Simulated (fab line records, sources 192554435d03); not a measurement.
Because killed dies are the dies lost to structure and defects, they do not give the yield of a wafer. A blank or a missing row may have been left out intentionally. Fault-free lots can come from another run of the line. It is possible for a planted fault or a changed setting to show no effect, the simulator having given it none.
fab line records | flow n5-finfet
record: lots: 3 wafers: 9 last-day: 19
route steps=1938 shown BEOL_M0@739 BEOL_M1@751 PASSIVATION@1936
lots that met no fault: from a run of the same line without faults
start-h: the number of hours between the record's first day and the start of the first shown wafer of the lot | wait-h: hours from the lot's prior step to this one | " the same as in the row above | L1.1+2: a single row standing in for several wafers | - value missing, or start not given | * or withheld: withheld | < > ~ a bound
route shown NAME@n: names a module that has steps shown in the file, with the first one's number in the route | usual: mean/standard deviation taken from wafers without a fault | same: alike in all rows | chamber/n: place in a boat | sites: the reading at each site | _std_site: how widely they spread, as a standard deviation | _edge_site: mean of outer sites minus mean of inner sites | radius-mm: how far each site lies from the wafer's centre | mask NAME#n: copy n | behind: the tool/chamber that last shaped the wafer | hold: the reason the lot was held/the length of the hold in hours/how it ended | device: the transistor (n, p or np) that didn't switch | end of line: tests run on the same wafers once the route is complete | a step given without rows: its recipe and nothing more | killed: not the wafer's yield, but the dies lost to structure and defects at the first sort | map: shows each die of a wafer: x if killed, . if not, _ if none is there
set.NAME: the setting as run; set.NAME@STEP: as run at that earlier step | model.NAME: the simulator's own value behind a step, which no gauge read
lots seen at some steps along the route; tables by step, rows by wafer
services: the hour from which a tool's chamber was out of use, counted from the record's first day as start-h (under 0 if before that day), plus the number of hours and why
== steps ==
step: N5_BEOL_M0_ANNEAL_135
recipe: temp-c: 400 time-s: 60 ambient: vacuum
step: N5_BEOL_M0_SPUTTER_141
recipe: material: Cu target-thk-a: 40 temp-c: -20 chamber-pressure-pa: 0.07 power-w: withheld time-s: 7.37
step: N5_BEOL_M0_ECD_118
recipe: material: Cu target-thk-a: 3000
step: N5_BEOL_M0_ANNEAL_119
recipe: temp-c: 225 time-s: 90 ambient: N2
step: N5_BEOL_M0_CMP_120
recipe: stop-on: SiOC t-overpolish-s: 6.9 down-force-psi: 1 platen-rpm: 50 clearing-platen-down-force-psi: 1.5 clearing-platen-rpm: 50 post-cmp-clean: cu-alkaline clearing-platen-pad-velocity-m-s: 0.99484 pad-velocity-m-s: 0.99484
step: N5_BEOL_M0_PRE_CLEAN_131
recipe: gas: NH3/H2 time-s: 15 temp-c: * rf-power-w: 300
step: N5_BEOL_M0_CO_CAP_123
recipe: material: Co target-thk-a: 20 temp-c: 200 precursor: CCTBA/H2 pressure-torr: 30 time-s: 102.1
step: N5_BEOL_M0_PRE_CLEAN_124
recipe: gas: NH3 time-s: 15 temp-c: withheld rf-power-w: 300
step: N5_BEOL_M0_DEP_125
recipe: material: SiCN target-thk-a: 80 temp-c: withheld precursor: 3MS/NH3 pressure-torr: 3 rf-w: 202 time-s: 14
step: N5_BEOL_M1_ILD_DEP_00
recipe: material: SiOC target-thk-a: 790 temp-c: 350 precursor: DEMS/O2 pressure-torr: 5 rf-w: 500 time-s: 15.3
usual: chamber-pressure-Torr: 4.999/0.011 heater-power-w: 447/67 showerhead-plenum-p-Torr: 5.693/0.015 throttle-valve-pct: 11.9/0.67
columns lot.wafer tool chamber start-h wait-h chamber-pressure-Torr heater-power-w showerhead-plenum-p-Torr since-wet-clean-h throttle-valve-pct
L819.1 pecvd-01 0 155.57 0.0 4.992 465 5.714 678 12.3
L819.4 " 1 " " 4.988 417 5.689 - 12.9
L819.6 " 1 " " 4.982 438 5.682 - 13.2
L823.1 pecvd-01 0 173.94 0.0 5.000 500 5.702 697 11.8
L823.3 " 1 " " 4.999 449 5.680 1422 12.8
L823.5 " 0 " " 5.003 501 5.710 - 11.7
L837.1 pecvd-04 1 261.51 0.0 4.995 550 5.682 1872 12.6
L837.2 " 0 " " 4.985 361 5.678 531 11.3
L837.6 " 2 " " 4.986 428 5.709 - 11.5
step: N5_BEOL_M1_PECVD_72
recipe: material: SiO2 target-thk-a: 160 temp-c: 400 precursor: TEOS/O2 pressure-torr: 5.5 rf-w: 450 teos-flow-sccm: 53.8 gas: O2 flow-sccm: 3000 time-s: 18
step: N5_BEOL_M1_HM_DEP_02
recipe: material: TiN target-thk-a: 200 temp-c: 25 chamber-pressure-pa: 0.49996
step: N5_BEOL_M1_COAT_61
recipe: resist: SOC temp-c: 250 time-s: 60 spin-rpm: 1500 resist-thk-nm: 60
step: N5_BEOL_M1_COAT_62
recipe: resist: SiARC temp-c: 220 time-s: 60 spin-rpm: 1500 resist-thk-nm: 12
step: N5_BEOL_M1_COAT_73
recipe: resist: underlayer temp-c: 205 time-s: 60 spin-rpm: 1500 resist-thk-nm: 5
step: N5_BEOL_M1_COAT_05
recipe: resist: CAR-EUV spin-rpm: 1500 resist-thk-nm: 30
step: N5_BEOL_M1_EBR_07
recipe: solvent: PGMEA ebr-width-mm: 1.5
step: N5_BEOL_M1_SOFTBAKE_06
recipe: temp-c: 110 time-s: 60 resist: CAR-EUV
step: N5_BEOL_M1_EXPOSE_08
recipe: mask-id: M1 na: 0.33 source-shape: dipole sigma-inner: 0.369 sigma-outer: 0.767 polarization: unpolarized dose-mj: 33
step: N5_BEOL_M1_PEB_09
recipe: peb-temp-c: 100 peb-time-s: 60 resist: CAR-EUV
step: N5_BEOL_M1_DEVELOP_10
recipe: develop-time-s: 30 developer: TMAH resist: CAR-EUV rinse-liquid: surfactant-rinse dry: air-spin dev-temp-c: 23
step: N5_BEOL_M1_DESCUM_16
recipe: chemistry: O2 time-s: 7 source-power-w: 50 bias-power-w: 20 pressure-mtorr: 20 rf-frequency-hz: 2.712e+07 temp-c: 40 resist: CAR-EUV o2-flow-sccm: 225
step: N5_BEOL_M1_ETCH_74
recipe: chemistry: N2/H2 target: underlayer target-depth-a: 65 mask-material: CAR-EUV time-s: 5.2 ion-energy-ev: 200 pressure-mtorr: 30 source-w: 840 bias-w: 150 n2-flow-sccm: 200 h2-flow-sccm: 200 ends: cleared
step: N5_BEOL_M1_ETCH_63
recipe: chemistry: CF4 target: SiARC target-depth-a: 156 mask-material: CAR-EUV time-s: 26 ion-energy-ev: 80 pressure-mtorr: 40 source-w: 545 bias-w: 36 Ar_flow_sccm: 100 cf4-flow-sccm: 100 ends: cleared
step: N5_BEOL_M1_ETCH_64
recipe: chemistry: N2/H2 target: SOC target-depth-a: 750 overetch-a: 150 mask-material: SiARC temp-c: 40 time-s: 112.5 ion-energy-ev: 200 pressure-mtorr: 30 source-w: 840 bias-w: 150 n2-flow-sccm: 200 h2-flow-sccm: 200
step: N5_BEOL_M1_STRIP_65
recipe: chemistry: N2/H2 temp-c: 40 n2-flow-sccm: 200 h2-flow-sccm: 200 rf-frequency-hz: 6e+07
step: N5_BEOL_M1_STRIP_75
recipe: chemistry: N2/H2 temp-c: 40 n2-flow-sccm: 200 h2-flow-sccm: 200 rf-frequency-hz: 6e+07
step: N5_BEOL_M1_STRIP_66
recipe: chemistry: CF4 resist: SiARC power-w: 300 bias-power-w: 75 pressure-mtorr: 50 cf4-flow-sccm: 150 rf-frequency-hz: 6e+07
step: N5_BEOL_M1_HM_OPEN_17
recipe: chemistry: Cl2/BCl3 target-depth-a: 200 overetch-a: 60 target: TiN mask-material: SOC ion-energy-ev: 150 pressure-mtorr: 10 icp-w: 1000 bias-w: 126 Cl2_flow_sccm: 53.25 bcl3-flow-sccm: 21.75 Ar_flow_sccm: 25
step: N5_BEOL_M1_STRIP_19
recipe: chemistry: O2 power-w: 400 temp-c: 40 pressure-mtorr: 30 rf-frequency-hz: 6e+07 bias-power-w: 0 overash-fraction: 0.2 o2-flow-sccm: 225
step: N5_BEOL_M1_COAT_67
recipe: resist: SOC temp-c: 250 time-s: 60 spin-rpm: 1500 resist-thk-nm: 60
step: N5_BEOL_M1_COAT_68
recipe: resist: SiARC temp-c: 220 time-s: 60 spin-rpm: 1500 resist-thk-nm: 12
step: N5_BEOL_M1_COAT_76
recipe: resist: underlayer temp-c: 205 time-s: 60 spin-rpm: 1500 resist-thk-nm: 5
step: N5_BEOL_M1_COAT_22
recipe: resist: CAR-EUV spin-rpm: 1500 resist-thk-nm: 30
step: N5_PASSIVATION_PROBE_49
usual: defect-limited-yield: 91.4/1.5 killed_at_M0_to_M3: 35/12 killed_at_M4_up: 13/5.8 killed-at-contacts: 12/5.5 killed-at-front-end: 36/9.9 killed-at-other: 4/3.7 killed-dies: 101/18 killed-open: 66/13 killed-short: 33/8 sort_bin_5_function: 5.0/1 sort_bin_6_memory: 3.2/0.67 sort-n-pass: 1079/18 sort-yield-pct: 91.4/1.5
same: gross-dies: 1180 killed-at-back-side: 0 sort_bin_4_leakage[%]: 0 sort_bin_8_speed[%]: 0
columns lot.wafer tool chamber start-h wait-h defect-limited-yield[%] killed_at_M0_to_M3 killed_at_M4_up killed-at-contacts killed-at-front-end killed-at-other killed-dies killed-open killed-short sort_bin_5_function[%] sort_bin_6_memory[%] sort-n-pass sort-yield-pct[%]
L819.1 prober-01 - 330.90 0.0 89.3 40 23 21 40 2 126 79 38 5.8 3.8 1054 89.3
L819.4 prober-01 - 331.05 0.2 91.8 34 7 22 31 3 97 75 21 5.3 2.8 1083 91.8
L819.6 prober-01 - 331.15 0.3 90.5 38 13 20 41 0 112 80 31 5.3 3.8 1068 90.5
L823.1 prober-01 - 332.34 0.0 82.3 126 10 8 59 6 209 72 45 11.3 4.7 971 82.3
L823.3 prober-01 - 332.44 0.1 82.5 125 5 12 56 9 207 79 40 10.8 5.3 973 82.5
L823.5 prober-01 - 332.54 0.2 85.3 134 3 5 24 8 174 53 22 10.5 3.3 1006 85.3
killed by level:class
L819.1 MOL_CONTACT_COAG:geometric-particle:open=17 BEOL_M0_SAQP:geometric-particle:short=13 FIN_SAQP:geometric-particle:open=11 BEOL_M0_SAQP:geometric-particle:open=10 BEOL_M4:geometric-particle:open=9 HKMG_FIN:area-etch=9 FIN_SAQP:geometric-particle:short=7 BEOL_M1:geometric-particle:open=6
L819.4 MOL_CONTACT_COAG:geometric-particle:open=22 BEOL_M0_SAQP:geometric-particle:open=9 STI_FIN_REVEAL:geometric-particle:open=8 BEOL_M0_SAQP:geometric-particle:short=8 BEOL_M2:geometric-particle:open=6 DUMMY_GATE:geometric-particle:open=5 STARTING-WAFER:geometric-particle:open=5 FIN_SAQP:geometric-particle:open=3
L819.6 MOL_CONTACT_COAG:geometric-particle:open=16 BEOL_M0_SAQP:geometric-particle:open=13 BEOL_M0_SAQP:geometric-particle:short=10 STI_FIN_REVEAL:geometric-particle:open=8 BEOL_M2:geometric-particle:open=8 DUMMY_GATE:geometric-particle:open=7 BEOL_M4:geometric-particle:open=6 FIN_SAQP:geometric-particle:short=5
L823.1 BEOL_M1:unspecified=92 STI_FIN_REVEAL:geometric-particle:open=20 BEOL_M0_SAQP:geometric-particle:short=15 FIN_SAQP:geometric-particle:open=13 FIN_SAQP:geometric-particle:short=7 BEOL_M3:geometric-particle:open=7 MOL_CONTACT_COAG:geometric-particle:open=5 DUMMY_GATE:geometric-particle:open=4
L823.3 BEOL_M1:unspecified=87 STI_FIN_REVEAL:geometric-particle:open=23 BEOL_M0_SAQP:geometric-particle:open=12 MOL_CONTACT_COAG:geometric-particle:open=9 BEOL_M3:geometric-particle:open=8 BEOL_M0_SAQP:geometric-particle:short=7 STARTING-WAFER:geometric-particle:short=5 BEOL_M2:geometric-particle:open=5
L823.5 BEOL_M1:unspecified=99 BEOL_M0_SAQP:geometric-particle:open=15 BEOL_M0_SAQP:geometric-particle:short=7 STI_FIN_REVEAL:geometric-particle:open=6 MOL_CONTACT_COAG:geometric-particle:open=5 MIM_BOT:geometric-particle:open=5 GATE_CUT:geometric-particle:short=3 BEOL_M3:geometric-particle:short=3
map L823.1 (x killed, . not)
_________________...x.x.x....________________
______________x...........x.x..._____________
___________..........xx.........x..__________
__________x........................._________
________..................x..........._______
_______x..........x...x................______
______..........x...............x.....x._____
_____....x............x..................____
____..................xx.......x........xx___
___..x.x.........x..x..........x...........__
___x..............................x........__
__...x....x........x.x...............x..x..._
__..x.x....x.........x.x.......x.....x....x._
_.x.x.x.xx........x.......x..................
_x.xxxx.xx.x..x................x.............
_.xxxxxxxxx.x.x...x..........................
_xxxxxxxxxxx...................x.............
_xxxxxxxxxxx..xx................x.x....x.....
_.xxxxxxxxxxx..x.............................
_.xxxxxxxxxxxxx...............x..............
_.xxxxxxxxxxx.x...x.....x......x.............
__..xxxxxxx.......x....................x...._
__.xxxxxxx................xx................_
___....x.xx......x...x............x........__
___x.x.xx...x.............x.x..x...........__
____...................x.x.......x......x.___
_____xx.....x......x..x..x.......x..x....____
______.xx....x............x............._____
_______x......x.....x.....xx.x.........______
________..........x..................._______
__________...........x.x............_________
___________.x..x......x.....xx..x..__________
______________x................._____________
_________________x.x.........________________
map L819.1 (x killed, . not)
_________________....x.......________________
______________.................._____________
___________........................__________
__________............x.x..........x_________
________...x..xx..x.............x..x.._______
_______.x.........xx.x...........x.....______
______.........................x....x..._____
_____........x..................x.x..x...____
____..x.............x.x.....x.............___
___...............x..x.x...............x...__
___....xx..........x........x..............__
__x.................x..............x..xx...._
__.............................x............_
_...x..x..x....x.x...........................
_..................................x....x....
_............x............................x..
_............x.x.......................x.....
_................x.......x........x..........
_.......x......x.......x.x....xxx....x..x....
_.....x......x.................x.....x.......
_..x.x............x..........x.......x.......
__....x.............xx....x........x........_
__..........x.........x...x..............x.._
___.xx......xxx....x...........x..x........__
___..............................x.........__
____......x.....x...x.......x.............___
_____.........x.x.............x.x..xx....____
______...............x...xx......x.x...._____
_______.......x...x....x..xx....x......______
________............x........x......x._______
__________.......x..x........x.x...x_________
___________.........x.....xx.....x.__________
______________.................._____________
_________________xx........x.________________
== services ==
columns tool chamber start-h hours kind
pecvd-01 2 145.14 11.9 repair
pecvd-01 2 202.38 - clean
pecvd-01 2 202.38 - consumable-replace:showerhead
pecvd-01 2 202.38 29.0 scheduled-down
pecvd-01 2 202.38 29.0 vent-cycle
pecvd-04 1 255.55 2.1 scheduled-down
== key ==
first-sign: step: N5_PASSIVATION_PROBE_49 reading: killed_at_M0_to_M3 direction: up sigmas: 8 usual: 35 struck: 128
effect: step: N5_PASSIVATION_PROBE_49 reading: defect-limited-yield direction: down sigmas: 5.3 usual: 91.4 struck: 83.3
more-kills-born-at: N5_BEOL_M1_ILD_DEP_00@pecvd-01: 278
met-at N5_BEOL_M1_ILD_DEP_00
struck-wafers L823.1,L823.3,L823.5
onset-between 155.57 173.94
fault: kind: chamber-particle-source tool: pecvd-01 chamber: - onset-h: 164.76 steps: N5_BEOL_M1_ILD_DEP_00 rate-per-visit-cm2: 0.43139 end-h: 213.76
